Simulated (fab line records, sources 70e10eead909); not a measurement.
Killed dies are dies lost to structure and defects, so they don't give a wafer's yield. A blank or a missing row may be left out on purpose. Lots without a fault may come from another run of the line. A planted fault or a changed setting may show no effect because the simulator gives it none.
fab line records | flow nand_harc
record lots=6 wafers=18 last_day=32
route steps=1302 shown A_M1@1171 A_BONDPAD@1202 END@1302
lots that met no fault: from a run of the same line without faults
start_h: hours from the record's first day to the start of the lot's first wafer shown | wait_h: hours since the lot's step before | " the same as in the row above | L1.1+2: a row that stands for several wafers | - no value, or no start given | * or withheld: withheld | < > ~ a bound
route shown NAME@n: a module of which the file shows steps, and the number in the route of the first | usual: mean/standard deviation of fault-free wafers | same: alike in all rows | chamber/n: place in a boat | sites: the reading at each site | _std_site: their standard deviation | _edge_site: outer sites' mean less inner sites' | radius_mm: how far each site lies from the wafer's centre | mask NAME#n: copy n | behind: the tool/chamber that last shaped the wafer | hold: why the lot was held/for how many hours/how that ended | device: the transistor (n, p or np) that didn't switch | end of line: the same wafers' tests at the end of the route | a step without rows: its recipe alone | killed: dies lost to structure and defects at the first sort, not the wafer's yield | map: a wafer's dies, x killed, . not, _ none there
set.NAME: the setting as run; set.NAME@STEP: as run at that earlier step | model.NAME: the simulator's own value behind a step, which no gauge read
lots at some steps of the route; a table a step, a row a wafer
services: from which hour (start_h, from the record's first day; less than 0 if before it) a tool's chamber was out of use, for how many hours, and why
## steps
# step NHARC_A_M1_HMDS_02
# recipe time_s=30
# step NHARC_A_M1_COAT_34
# recipe temp_c=200 time_s=65
# step NHARC_A_M1_COAT_03
# recipe spin_rpm=1500 resist_thk_nm=90
# step NHARC_A_M1_SOFTBAKE_04
# recipe temp_c=105 time_s=55
# step NHARC_A_M1_EBR_05
# step NHARC_A_M1_EXPOSE_06
# recipe na=1.35 target_cd_nm=120 dose_mj=75.13 mask_id=A_M1
# step NHARC_A_M1_PEB_07
# recipe peb_temp_c=100 peb_time_s=65
# step NHARC_A_M1_DEVELOP_08
# recipe develop_time_s=35 dev_temp_c=23
# step NHARC_A_M1_CD_MEAS_09
# recipe target_cd_nm=120 landing_energy_ev=500
# usual cd_nm=120.1/0.4
# columns lot.wafer tool chamber start_h wait_h cd_nm
L422.1 cd_sem-02 0 544.20 - 120.3
L422.4 " 0 " " 120.4
L422.6 " 0 " " 120.0
L420.4 cd_sem-02 0 569.24 - 119.6
L420.5 " 0 " " 120.2
L420.6 " 0 " " 119.7
L427.1 cd_sem-01 0 622.98 - 119.7
L427.4 " 0 " " 120.1
L427.5 " 0 " " 120.2
L428.2 cd_sem-01 0 633.79 - 120.6
L428.3 " 0 " " 120.7
L428.6 " 0 " " 120.5
L435.2 cd_sem-02 0 707.87 - 119.6
L435.5 " 0 " " 120.3
L435.6 " 0 " " 119.2
L437.2 cd_sem-03 0 739.35 - 120.0
L437.3 " 0 " " 120.1
L437.4 " 0 " " 119.9
# step NHARC_A_M1_OVL_MEAS_10
# recipe pitch_nm=240
# usual overlay_x_nm=0.1/0.86 overlay_y_nm=0.0/0.73
# columns lot.wafer tool chamber start_h wait_h overlay_x_nm overlay_y_nm
L422.1 overlay-01 - 544.29 - 0.8 0.3
L422.4 " - " " 0.2 0.0
L422.6 " - " " 1.1 0.2
L420.4 overlay-02 - 569.32 - -0.2 -0.3
L420.5 " - " " -0.1 -0.6
L420.6 " - " " -0.1 -0.5
L427.1 overlay-02 - 623.07 - -0.6 0.0
L427.4 " - " " -0.4 -0.6
L427.5 " - " " -0.7 -0.5
L428.2 overlay-01 - 633.87 - -0.2 -0.9
L428.3 " - " " 0.3 -0.9
L428.6 " - " " 0.1 -0.4
L435.2 overlay-01 - 707.95 - -0.5 -0.4
L435.5 " - " " -0.5 -0.3
L435.6 " - " " -0.8 -0.1
L437.2 overlay-02 - 739.44 - -0.8 -0.6
L437.3 " - " " -1.2 -0.7
L437.4 " - " " -1.2 -0.5
# step NHARC_A_M1_INSPECT_11
# usual raw_defect_count=81/30
# columns lot.wafer tool chamber start_h wait_h raw_defect_count
L422.1 defect_inspect-01 - 544.33 0.0 96
L422.4 " - " " 103
L422.6 " - " " 99
L420.4 defect_inspect-01 - 569.36 0.0 69
L420.5 " - " " 88
L420.6 " - " " 82
L427.1 defect_inspect-01 - 623.11 0.0 21
L427.4 " - " " 37
L427.5 " - " " 21
L428.2 defect_inspect-01 - 633.91 0.0 64
L428.3 " - " " 85
L428.6 " - " " 87
L435.2 defect_inspect-01 - 707.99 0.0 74
L435.5 " - " " 68
L435.6 " - " " 78
L437.2 defect_inspect-02 - 739.48 0.0 54
L437.3 " - " " 58
L437.4 " - " " 54
# step NHARC_A_M1_DESCUM_14
# recipe time_s=3 o2_flow_sccm=200 ar_flow_sccm=0 bias_power_w=0 chemistry=O2
# step NHARC_A_M1_ETCH_35
# recipe target_depth_a=400 overetch_a=120 time_s=43.94 ion_energy_ev=200 n2_flow_sccm=150 h2_flow_sccm=150 ar_flow_sccm=0 rf_w=400 bias_w=150 chemistry=N2/H2
# usual drypump_motor_current_A=5.9/0.51 oes_product_au=1.002/0.0074 rf_vpp_V=430.6/2.2 showerhead_plenum_p_Torr=2.04/0.072 throttle_valve_pct=14.171/0.0087
# columns lot.wafer tool chamber start_h wait_h drypump_motor_current_A oes_product_au rf_hours_counter_h rf_vpp_V showerhead_plenum_p_Torr throttle_valve_pct
L422.1 rie_diel-01 3 544.48 0.1 6.6 0.995 4.9 434.8 2.16 14.176
L422.4 " 0 " " 5.2 1.003 4.2 428.4 2.01 14.159
L422.6 " 2 " " 5.8 0.990 - 429.6 2.04 14.174
L420.4 rie_diel-02 2 569.54 0.1 5.1 1.004 - 428.9 2.00 14.156
L420.6 " 0 " " 6.0 1.007 - 430.9 2.06 14.166
L420.5 " 1 " " 6.5 0.992 - 426.5 1.96 14.172
L427.4 rie_diel-02 2 623.25 0.1 5.1 1.001 2.7 429.6 2.00 14.169
L427.1 " 1 " " 6.5 0.987 2.9 428.8 1.96 14.174
L427.5 " 2 " " 5.1 0.999 - 428.1 2.00 14.162
L428.2 rie_diel-02 2 634.06 0.1 5.1 1.004 3.0 427.7 2.00 14.148
L428.3 " 0 " " 6.0 1.012 2.1 431.0 2.05 14.168
L428.6 " 2 " " 5.1 0.999 - 427.6 2.00 14.181
L435.2 rie_diel-01 2 708.15 0.1 5.8 1.001 2.7 429.0 2.04 14.174
L435.6 " 0 " " 5.3 1.000 - 429.8 2.01 14.172
L435.5 " 1 " " 6.2 0.995 - 428.3 1.97 14.170
L437.3 rie_diel-02 1 739.63 0.1 6.5 1.006 8.7 426.5 1.96 14.187
L437.4 " 2 " " 5.1 1.005 8.1 431.2 2.00 14.170
L437.2 " 3 " " 5.7 1.022 7.7 433.9 2.15 14.189
# step NHARC_A_M1_ETCH_15
# recipe target_depth_a=1825 time_s=91.2 c4f8_flow_sccm=withheld ar_flow_sccm=400 rf_w=600 bias_w=300 chemistry=C4F8/Ar
# step NHARC_A_M1_CD_MEAS_16
# usual cd_nm=120.0/0.61
# columns lot.wafer tool chamber start_h wait_h cd_nm
L422.1 cd_sem-01 - 544.70 - 119.8
L422.4 " - " " 120.4
L422.6 " - " " 120.2
L420.4 cd_sem-01 - 569.77 - 119.1
L420.5 " - " " 119.9
L420.6 " - " " 119.8
L427.1 cd_sem-02 - 623.47 - 119.2
L427.4 " - " " 120.6
L427.5 " - " " 120.4
L428.2 cd_sem-02 - 634.28 - 120.9
L428.3 " - " " 120.3
L428.6 " - " " 120.3
L435.2 cd_sem-02 - 708.36 - 119.9
L435.5 " - " " 119.8
L435.6 " - " " 119.6
L437.2 cd_sem-03 - 739.85 - 120.9
L437.3 " - " " 119.9
L437.4 " - " " 119.9
# step NHARC_A_M1_STRIP_18
# recipe power_w=1000 n2_flow_sccm=150 h2_flow_sccm=150 ar_flow_sccm=0 bias_w=0 chemistry=N2/H2
# step NHARC_A_M1_ETCH_28
# recipe target_depth_a=300 over_etch_frac=0.3 time_s=72.99 ion_energy_ev=150 cf4_flow_sccm=50 n2_flow_sccm=100 ar_flow_sccm=150 rf_w=300 bias_w=100 chemistry=CF4/N2
# step NHARC_A_M1_STRIP_19
# recipe time_s=600 temp_c=30 chemistry=post_etch_residue_remover
# step NHARC_A_M1_DEGAS_29
# recipe temp_c=250 time_s=60
# step NHARC_A_M1_PRE_CLEAN_30
# recipe time_s=30 temp_c=280 gas=H2/He
# step NHARC_A_M1_PVD_20
# recipe target_thk_a=50 bias_v=168.6 power_w=15000 chamber_pressure_pa=0.12 time_s=8.06 substrate_temp_c=50 material=TaN
# step NHARC_A_M1_PVD_21
# recipe target_thk_a=300 chamber_pressure_pa=5 power_w=5000 substrate_temp_c=30 time_s=20.49 material=Cu
# usual throttle_valve_pct=30.2/0.76
# columns lot.wafer tool chamber start_h wait_h throttle_valve_pct
L422.4 pvd_sputter-03 - - - 30.1
L422.1 " - " " 30.4
L422.6 " - " " 30.0
L420.4 pvd_sputter-02 - - - 29.4
L420.6 " - " " 30.6
L420.5 " - " " 29.9
L427.4 pvd_sputter-01 - - - 28.7
L427.1 " - " " 30.6
L427.5 " - " " 31.6
L428.2 pvd_sputter-03 - - - 29.9
L428.3 " - " " 30.4
L428.6 " - " " 30.0
L435.2 pvd_sputter-03 - - - 30.7
L435.5 " - " " 30.6
L435.6 " - " " 29.7
L437.4 pvd_sputter-02 - - - 29.3
L437.3 " - " " 29.5
L437.2 " - " " 30.3
# step NHARC_A_M1_ECD_22
# recipe target_thk_a=4000 bath_temp_c=25 material=Cu
# step NHARC_A_M1_ANNEAL_31
# recipe temp_c=225 time_s=90
# usual wafer_temp_C_max=226.03/0.23
# columns lot.wafer tool chamber start_h wait_h wafer_temp_C_max
L422.1 rtp_anneal-01 0 546.15 - 226.08
L422.4 " 0 " " 226.15
L422.6 " 0 " " 226.23
L420.4 rtp_anneal-02 0 571.36 - 226.45
L420.5 " 0 " " 226.25
L420.6 " 0 " " 225.77
L427.1 rtp_anneal-01 0 624.92 0.3 226.30
L427.4 " 0 " " 226.05
L427.5 " 0 " " 225.96
L428.2 rtp_anneal-01 0 635.78 0.3 226.21
L428.3 " 0 " " 226.35
L428.6 " 0 " " 225.90
L435.2 rtp_anneal-02 0 709.87 - 226.19
L435.5 " 0 " " 226.18
L435.6 " 0 " " 225.93
L437.2 rtp_anneal-01 0 741.35 - 225.64
L437.3 " 0 " " 225.70
L437.4 " 0 " " 226.14
# step NHARC_A_M1_CMP_23
# recipe t_overpolish_s=20 target_thk_nm=154.34
# step NHARC_A_M1_THK_MEAS_24
# recipe thk_meas_gauge=xrf
# usual thk_nm=154.6/1.4
# columns lot.wafer tool chamber start_h wait_h thk_nm
L422.1 film_metro-02 - 546.81 - 154.7
L422.4 " - " " 152.3
L422.6 " - " " 154.5
L420.4 film_metro-02 - 571.87 - 154.9
L420.5 " - " " 154.3
L420.6 " - " " 156.3
L427.1 film_metro-01 - 625.59 - 156.5
L427.4 " - " " 153.2
L427.5 " - " " 153.4
L428.2 film_metro-01 - 636.39 - 156.1
L428.3 " - " " 157.2
L428.6 " - " " 154.1
L435.2 film_metro-01 - 710.48 - 156.7
L435.5 " - " " 156.5
L435.6 " - " " 156.0
L437.2 film_metro-01 - 741.96 - 155.3
L437.3 " - " " 152.8
L437.4 " - " " 150.3
# step NHARC_A_M1_SRD_25
# step NHARC_A_M1_PRE_CLEAN_32
# recipe time_s=12 temp_c=370 rf_power_w=300 gas=NH3
# usual heater_power_w=656/110 susceptor_temp_C=369.99/0.21
# columns lot.wafer tool chamber start_h wait_h heater_power_w susceptor_temp_C
L422.1 pecvd-02 0 547.05 0.1 828 369.98
L422.4 " 2 " " 749 370.10
L422.6 " 0 " " 843 369.83
L420.5 pecvd-03 0 572.13 0.1 512 370.04
L420.4 " 1 " " 594 369.63
L420.6 " 2 " " 552 370.19
L427.1 pecvd-01 0 625.81 0.1 599 369.90
L427.5 " 0 " " 591 369.83
L427.4 " 1 " " 708 370.13
L428.2 pecvd-02 0 636.61 0.1 748 369.55
L428.3 " 2 " " 689 369.93
L428.6 " 2 " " 696 369.84
L435.2 pecvd-03 1 710.73 0.1 736 370.11
L435.5 " 2 " " 560 369.68
L435.6 " 0 " " 454 369.70
L437.3 pecvd-01 2 742.19 0.1 763 369.67
L437.2 " 0 " " 620 370.46
L437.4 " 2 " " 765 369.81
# step NHARC_A_M1_DEP_33
# recipe target_thk_a=300 temp_c=370 target_thk_nm=30 pressure_torr=3 flow_sccm=200 rf_w=450 material=SiCN
# step NHARC_A_BONDPAD_DEP_00
# recipe target_thk_a=2500 temp_c=370 target_thk_nm=250 pressure_torr=3 flow_sccm=200 rf_w=450 material=SiCN
# usual heater_power_w=589/96 susceptor_temp_C=369.96/0.2
# columns lot.wafer tool chamber start_h wait_h heater_power_w susceptor_temp_C
L422.1 pecvd-01 0 547.71 - 527 369.98
L422.6 " 2 " " 615 369.78
L422.4 " 1 " " 740 369.50
L420.5 pecvd-04 1 572.86 - 531 370.03
L420.4 " 2 " " 548 369.88
L420.6 " 0 " " 579 370.09
L427.1 pecvd-04 0 626.45 - 578 370.26
L427.4 " 0 " " 595 369.67
L427.5 " 2 " " 495 369.73
L428.3 pecvd-01 0 637.29 - 504 370.15
L428.2 " 1 " " 729 370.05
L428.6 " 0 " " 495 370.27
L435.2 pecvd-04 0 711.42 - 551 369.72
L435.6 " 1 " " 515 369.95
L435.5 " 0 " " 566 370.02
L437.3 pecvd-01 2 - - 722 370.51
L437.2 " 1 " " 724 370.31
L437.4 " 2 " " 733 369.98
# step NHARC_A_BONDPAD_CMP_29
# recipe target_thk_nm=200 material=SiCN
# usual motor_current_A=11.4/0.89
# columns lot.wafer tool chamber start_h wait_h motor_current_A
L422.4 cmp-02 3 548.10 - 12.7
L422.1 " 1 " " 12.2
L422.6 " 3 " " 12.7
L420.4 cmp-02 3 573.21 - 12.5
L420.5 " 0 " " 10.7
L420.6 " 1 " " 11.4
L427.4 cmp-04 3 626.88 - 13.3
L427.1 " 0 " " 10.8
L427.5 " 3 " " 12.7
L428.2 cmp-03 0 637.65 - 9.8
L428.3 " 2 " " 12.0
L428.6 " 0 " " 9.6
L435.2 cmp-04 1 711.81 - 11.2
L435.6 " 2 " " 10.2
L435.5 " 3 " " 13.1
L437.4 cmp-04 2 743.24 - 10.7
L437.3 " 3 " " 13.3
L437.2 " 0 " " 11.1
# step NHARC_A_BONDPAD_THK_MEAS_30
# recipe thk_meas_gauge=ellipsometry
# usual thk_nm=199.9/1.5
# columns lot.wafer tool chamber start_h wait_h thk_nm
L422.1 film_metro-02 - 548.32 0.1 197.5
L422.4 " - " " 199.5
L422.6 " - " " 197.2
L420.4 film_metro-02 - 573.39 0.2 197.9
L420.5 " - " " 197.9
L420.6 " - " " 196.5
L427.1 film_metro-01 - 627.11 0.2 200.4
L427.4 " - " " 202.1
L427.5 " - " " 202.0
L428.2 film_metro-02 - 637.90 0.2 197.1
L428.3 " - " " 200.8
L428.6 " - " " 198.6
L435.2 film_metro-01 - 711.99 0.2 201.4
L435.5 " - " " 201.4
L435.6 " - " " 197.7
L437.2 film_metro-02 - 743.47 0.1 200.5
L437.3 " - " " 200.8
L437.4 " - " " 200.4
# step NHARC_A_BONDPAD_SRD_31
# step NHARC_A_BONDPAD_DEHYDRATE_01
# recipe temp_c=150 time_s=120
# step NHARC_A_BONDPAD_HMDS_02
# recipe time_s=30
# step NHARC_A_BONDPAD_COAT_33
# recipe temp_c=200 time_s=65
# step NHARC_A_BONDPAD_COAT_03
# recipe spin_rpm=2000 resist_thk_nm=600
# step NHARC_A_BONDPAD_SOFTBAKE_04
# recipe temp_c=125 time_s=70
# step NHARC_A_BONDPAD_EBR_05
# step NHARC_A_BONDPAD_EXPOSE_06
# recipe na=0.55 dose_mj=36.99 mask_id=A_BPAD
# step NHARC_END_SORT_01
# recipe temp_c=25
# usual defect_limited_yield=91.5/2.4 killed_at_array=52/16 killed_at_other=0.8/1.1 killed_at_periphery=4.2/2.5 killed_dies=57/16 killed_open=3.4/2 killed_short=2.6/1.6 sort_bin_2_pct=3.0/1.1 sort_bin_3_pct=0.6/0.31 sort_bin_4_pct=4.8/1.4 sort_n_pass=620/16 sort_rim_yield_pct=90/4.8 sort_yield_pct=91.5/2.4
# same gross_dies=677 sort_bin_5_pct[%]=0 sort_bin_6_pct[%]=0 sort_bin_7_pct[%]=0 sort_bin_8_pct[%]=0 sort_rim_n_gross=106.00
# columns lot.wafer tool chamber start_h wait_h defect_limited_yield[%] killed_at_array killed_at_other killed_at_periphery killed_dies killed_open killed_short sort_bin_2_pct[%] sort_bin_3_pct[%] sort_bin_4_pct[%] sort_n_pass sort_rim_yield_pct[%] sort_yield_pct[%]
L427.4 prober-01 0 662.25 3.4 82.6 113 0 5 118 4 3 7.1 3.4 6.9 559 95 82.6
L427.5 prober-01 0 663.04 3.7 83.0 110 1 4 115 5 3 9.2 3.4 4.4 562 92 83.0
L428.2 prober-02 0 669.40 2.8 81.1 117 0 11 128 0 2 9.2 3.5 6.2 549 93 81.1
L428.3 prober-02 0 670.19 3.1 90.8 52 0 10 62 3 4 4.0 0.4 4.7 615 82 90.8
L428.6 prober-02 0 672.55 3.9 80.4 125 0 8 133 1 2 8.4 4.1 7.1 544 87 80.4
L435.2 prober-02 0 743.66 2.8 93.4 36 0 9 45 2 1 2.2 0.3 4.1 632 90 93.4
L435.5 prober-02 0 746.09 3.7 94.5 29 1 7 37 1 0 2.4 0.1 3.0 640 85 94.5
L435.6 prober-02 0 746.90 4.0 91.3 57 0 2 59 4 5 2.8 0.3 5.6 618 95 91.3
L437.2 prober-01 0 777.94 2.8 92.0 47 1 6 54 4 3 2.8 0.3 4.9 623 93 92.0
L437.3 prober-01 0 778.73 3.1 92.8 43 0 6 49 4 5 2.4 0.3 4.6 628 92 92.8
L437.4 prober-01 0 779.52 3.4 92.9 41 1 6 48 2 4 1.6 0.4 5.0 629 89 92.9
# killed by level:class
L427.4 A_M1:unspecified=87 A_CHANNEL_HOLE_D2:chamber_film_flake=9 A_CHANNEL_HOLE_D1:chamber_film_flake=3 A_STAIRCASE:chamber_film_flake=3 A_M1:geometric_particle:open=2 P_ZERO_WELL:chamber_film_flake=2 A_SLIT:chamber_film_flake=2 P_CONTACT:geometric_particle:open=1
L427.5 A_M1:unspecified=88 A_CHANNEL_HOLE_D2:chamber_film_flake=6 A_CHANNEL_HOLE_D1:chamber_film_flake=3 A_STAIRCASE:chamber_film_flake=3 P_CONTACT:geometric_particle:open=2 A_DECK1_JOINT:chamber_film_flake=2 A_SLIT:chamber_film_flake=2 P_GATE:geometric_particle:open=1
L428.2 A_M1:unspecified=80 A_CHANNEL_HOLE_D1:chamber_film_flake=21 P_CONTACT:chamber_film_flake=4 P_BONDPAD:chamber_film_flake=4 A_STAIRCASE:chamber_film_flake=4 A_CONTACT:chamber_film_flake=4 P_STI:chamber_film_flake=2 A_CHANNEL_FILL_D2:chamber_film_flake=2
L428.3 A_CHANNEL_HOLE_D1:chamber_film_flake=23 A_CHANNEL_HOLE_D2:chamber_film_flake=7 A_CONTACT:chamber_film_flake=7 P_CONTACT:chamber_film_flake=4 A_CHANNEL_FILL_D2:chamber_film_flake=4 P_CONTACT:geometric_particle:open=2 P_BONDPAD:chamber_film_flake=2 A_STAIRCASE:chamber_film_flake=2
L428.6 A_M1:unspecified=90 A_CHANNEL_HOLE_D1:chamber_film_flake=18 P_BONDPAD:chamber_film_flake=5 A_CHANNEL_HOLE_D2:chamber_film_flake=4 A_CONTACT:chamber_film_flake=4 A_CHANNEL_FILL_D2:chamber_film_flake=2 A_BLC:chamber_film_flake=2 P_CONTACT:geometric_particle:short=1
L435.2 A_CHANNEL_HOLE_D1:chamber_film_flake=20 P_M2:chamber_film_flake=6 A_STAIRCASE:chamber_film_flake=6 A_SLIT:chamber_film_flake=3 A_ZERO_WELL:chamber_film_flake=2 A_CHANNEL_FILL_D2:chamber_film_flake=2 A_CONTACT:chamber_film_flake=2 P_STI:geometric_particle:short=1
L435.5 A_CHANNEL_HOLE_D1:chamber_film_flake=20 P_M2:chamber_film_flake=5 A_STAIRCASE:chamber_film_flake=5 A_SLIT:chamber_film_flake=2 A_ONON_D2:geometric_particle:open=1 P_ZERO_WELL:chamber_film_flake=1 P_STI:chamber_film_flake=1 A_WL_FILL:chamber_film_flake=1
L435.6 A_CHANNEL_HOLE_D1:chamber_film_flake=30 A_STAIRCASE:chamber_film_flake=11 A_CONTACT:chamber_film_flake=4 P_M2:chamber_film_flake=2 A_CHANNEL_FILL_D1:geometric_particle:short=1 A_DECK1_JOINT:geometric_particle:short=1 A_DECK1_JOINT:geometric_particle:open=1 A_ONON_D2:geometric_particle:short=1
L437.2 A_CHANNEL_HOLE_D2:chamber_film_flake=31 A_SLIT:chamber_film_flake=4 A_CHANNEL_HOLE_D1:chamber_film_flake=3 P_GATE:chamber_film_flake=2 A_CHANNEL_FILL_D1:chamber_film_flake=2 P_CONTACT:geometric_particle:open=1 P_M0:geometric_particle:short=1 P_M0:geometric_particle:open=1
L437.3 A_CHANNEL_HOLE_D2:chamber_film_flake=20 A_SLIT:chamber_film_flake=10 P_GATE:geometric_particle:open=2 P_GATE:chamber_film_flake=2 A_ZERO_WELL:chamber_film_flake=2 A_CONTACT:chamber_film_flake=2 P_CONTACT:geometric_particle:short=1 P_M0:geometric_particle:short=1
L437.4 A_CHANNEL_HOLE_D2:chamber_film_flake=30 A_SLIT:chamber_film_flake=5 P_GATE:chamber_film_flake=4 P_GATE:geometric_particle:open=2 A_SOURCE_PLATE:geometric_particle:short=1 A_CHANNEL_FILL_D1:geometric_particle:short=1 A_STAIRCASE:geometric_particle:short=1 A_WL_FILL:geometric_particle:short=1
# map L427.4 (x killed, . not)
____________.____________
_________......._________
_______..........._______
______.............______
_____..............._____
____.................____
____.................____
___...................___
___...................___
__.x...x...............__
__.....................__
_...................x..._
_......x................_
_......................._
_x..............x..x...._
_xx.x..................._
.xx......................
xx.x.....................
.x.........xx........xx..
.........xxxx............
...x.......xxx...........
_x.......xxxxxx.x......._
_.......xxxxxxx.xx....x._
_......xxxxxxxxxx......._
_......xxxxxxxxx........_
_..x...xxxxxxxxx......x._
__......xxxxxxxx.x.....__
__.....xxxxxxx.x.......__
___.....xxxxxxxxx.....___
___.....xxxxxxx.x.....___
____....x..x.x.......____
____.....x...........____
_____..x.xx........._____
______....x........______
_______..........._______
_________......._________
____________.____________
# map L428.6 (x killed, . not)
____________.____________
_________.....xx_________
_______xx........._______
______.........x.xx______
_____.......x....xxx_____
____.x.....x......xxx____
____.............xxxx____
___.....x.........xx.x___
___................xx.___
__...........x.....xx..__
__...x..........x......__
_......................._
_......................._
_......................._
_..............x........_
_......................._
...............x.........
.......x.................
....x.......xx........x..
........x.xx.............
........x.xxxxx..........
_.......xxxxxxx........._
_.......xxxxxxx........._
_.....x.xxxxxxxx........_
_..x..x.xxxxxxxxx......._
_......xxxxxxxxx....x..._
__x....xxxxxxxx........__
__...x..xxxxxxx........__
___.....xxxxxxxx......___
___.....xxxxxxx.......___
____....xxxxxx.......____
____........x........____
_____......xx......._____
______.............______
_______.....x....._______
_________......._________
____________.____________
## services
# columns tool chamber start_h hours kind
pvd_sputter-02 - 520.80 1.1 repair
pecvd-01 - 520.98 1.6 repair
rie_diel-02 0 521.29 2.6 repair
cmp-02 - 526.51 4.0 pm
rie_diel-01 1 545.58 6.4 repair
pecvd-03 - 547.06 13.0 pm
rie_diel-01 - 557.84 9.0 pm
rie_diel-02 3 559.94 10.0 repair
pvd_sputter-03 - 562.35 10.0 pm
pecvd-04 - 562.43 0.3 repair
rie_diel-02 - 570.84 9.0 pm
pecvd-01 - 572.27 0.9 repair
cmp-04 - 601.11 4.0 pm
rie_diel-02 0 614.67 1.5 repair
cmp-04 - 619.26 0.5 repair
rie_diel-02 - 627.87 0.6 repair
pecvd-04 - 631.23 13.0 pm
cmp-04 - 633.08 0.3 repair
cmp-04 - 661.96 3.1 repair
pecvd-01 - 673.61 13.0 pm
pecvd-04 2 681.25 3.3 repair
cmp-04 - 699.18 4.0 pm
cmp-04 - 736.86 0.4 repair
pvd_sputter-03 - 740.35 10.0 pm
## key
first_sign step=NHARC_END_SORT_01 reading=killed_dies direction=up sigmas=4.1 usual=57 struck=124
effect step=NHARC_END_SORT_01 reading=defect_limited_yield direction=down sigmas=4.1 usual=91.5 struck=81.8
more_kills_born_at NHARC_A_M1_ETCH_35@rie_diel-02=340
met_at NHARC_A_M1_ETCH_35
struck_wafers L427.4,L427.5,L428.2,L428.6
onset_between 569.54 623.25
fault kind=chamber_particle_source tool=rie_diel-02 chamber=2 onset_h=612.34 steps=NHARC_A_M1_ETCH_35 rate_per_visit_cm2=0.92096 end_h=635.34
